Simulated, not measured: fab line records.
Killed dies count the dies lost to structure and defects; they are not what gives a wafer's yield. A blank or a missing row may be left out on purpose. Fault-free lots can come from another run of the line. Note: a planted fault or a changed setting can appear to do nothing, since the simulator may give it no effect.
The tool behind it: which one?    flow nandHarc    24 lots, 72 wafers sampled, at 2 steps of a route of 1302

## WHAT EACH GAUGE READ, for each wafer
NHARC_P_CONTACT_INSPECT_27.
lot   measured      on                rawDefectCount
L074  day 6 10:42   defectInspect-02  221 149 352
L075  day 6 11:34   defectInspect-02  370 285 194
L076  day 7 05:55   defectInspect-02  190 315 333
L078  day 7 19:13   defectInspect-01  326 271 171
L077  day 7 19:22   defectInspect-02  386 326 246
L079  day 8 08:05   defectInspect-01  241 291 216
L081  day 8 21:04   defectInspect-02  414 280 297
L080  day 8 23:35   defectInspect-02  337 506 171
L082  day 9 12:50   defectInspect-02  236 225 558
L083  day 9 19:04   defectInspect-02  190 331 433
L084  day 10 13:24  defectInspect-02  406 667 284
L085  day 10 20:05  defectInspect-01  572 346 239
L086  day 10 20:29  defectInspect-01  220 125 136
L087  day 11 22:35  defectInspect-02  490 266 350
L088  day 11 23:37  defectInspect-02  401 286 391
L089  day 12 03:46  defectInspect-02  306 145 193
L090  day 12 19:56  defectInspect-02  219 242 138
L091  day 13 05:51  defectInspect-01  457 711 589
L092  day 14 02:38  defectInspect-02  292 214 168
L093  day 14 06:45  defectInspect-02  322 189 256
L094  day 14 10:23  defectInspect-01  161 311 174
L095  day 15 01:28  defectInspect-02  256 573 423
L096  day 15 05:56  defectInspect-02  459 431 304
L097  day 15 10:28  defectInspect-01  478 481 235

NHARC_P_M0_OVL_MEAS_10: pitch 180 nm.
lot   measured      on          overlayXNm (nm)  overlayYNm (nm)
L074  day 6 11:41   overlay-01  0.2 0.4 0.4      -1.4 -1.5 -1.2
L075  day 6 12:34   overlay-01  1.2 0.5 0.7      -0.9 -1.0 -0.6
L076  day 7 06:55   overlay-02  -0.1 -0.2 0.3    -0.1 0.4 0.2
L078  day 7 20:13   overlay-01  0.6 0.7 0.8      0.1 0.1 0.4
L077  day 7 20:22   overlay-02  0.8 0.4 0.2      -0.7 -1.0 -1.1
L079  day 8 09:04   overlay-01  -1.6 -1.7 -1.7   -0.8 -1.2 -0.8
L081  day 8 22:04   overlay-02  0.0 -1.0 -0.4    1.9 2.1 2.0
L080  day 9 00:27   overlay-01  0.4 0.7 1.1      1.4 1.0 1.2
L082  day 9 13:50   overlay-02  0.1 0.4 -0.2     -0.2 0.0 -0.2
L083  day 9 20:04   overlay-01  1.0 0.2 0.7      -0.1 -0.5 -0.2
L084  day 10 14:31  overlay-01  -0.9 -0.3 -0.5   -0.4 -0.4 -0.9
L085  day 10 21:04  overlay-02  -0.5 -0.5 0.2    1.0 0.7 1.1
L086  day 10 21:29  overlay-01  -0.4 0.0 0.0     -1.3 -1.5 -1.0
L087  day 11 23:34  overlay-01  0.9 0.9 0.2      0.3 0.6 0.5
L088  day 12 00:36  overlay-02  -0.1 -0.4 0.3    0.9 1.6 1.3
L089  day 12 04:44  overlay-02  0.2 0.7 0.5      0.0 0.0 0.1
L090  day 12 20:49  overlay-02  -1.6 -1.1 -1.2   -1.6 -1.8 -1.7
L091  day 13 06:43  overlay-01  0.2 -0.3 -0.4    -0.6 -0.8 -0.4
L092  day 14 03:38  overlay-01  0.6 0.6 0.3      0.4 0.3 0.0
L093  day 14 07:55  overlay-02  0.3 0.5 0.7      -1.0 -0.9 -1.1
L094  day 14 11:22  overlay-01  1.3 0.7 0.7      -0.8 -0.9 -0.9
L095  day 15 02:36  overlay-02  1.7 1.2 1.1      0.3 0.2 0.5
L096  day 15 06:55  overlay-01  -0.2 -1.0 -0.4   -0.4 -1.2 -0.4
L097  day 15 11:27  overlay-02  0.0 -0.2 0.0     -1.3 -0.7 -0.8

## WHAT TOOL EACH LOT RAN ON (gives the tool, then ch and the chambers of the sampled wafers, and finally the start)
There is no process step in the record ahead of these readings.

## WHAT THE TOOLS THEMSELVES READ (means of the sampled wafers that have a number; where no wafer has one, the mark that the record gives instead)
The record holds no such reading with a usual standard deviation.

## THE ANSWER, worked out from the rows above alone
Rule: usual is defined by the lots themselves. Put in order of their means at a reading, lots are off if they are a third of the lots or fewer, leave a main group of 4 or more, and stand apart from it by a gap of 3 or more times the standard deviation of the main group's means; of several such gaps the widest counts. The tables above print the reading to a certain number of digits; a main group whose means all agree to those digits is not used. A lot without any number at a reading at which 4 lots or more have one is off too. Where the step has rows for the other lots, those lots are counted as sound. After the gauges, taken in route order, come the tools' own readings; for these a lot's mean is taken, as printed above. The first step at which some lot is off is used, and at that step the reading that is off furthest; a lot without a number counts as furthest.
Nothing can be told from this: no lot is off at any reading shown.

## WHAT THE SIMULATOR HAD INSERTED
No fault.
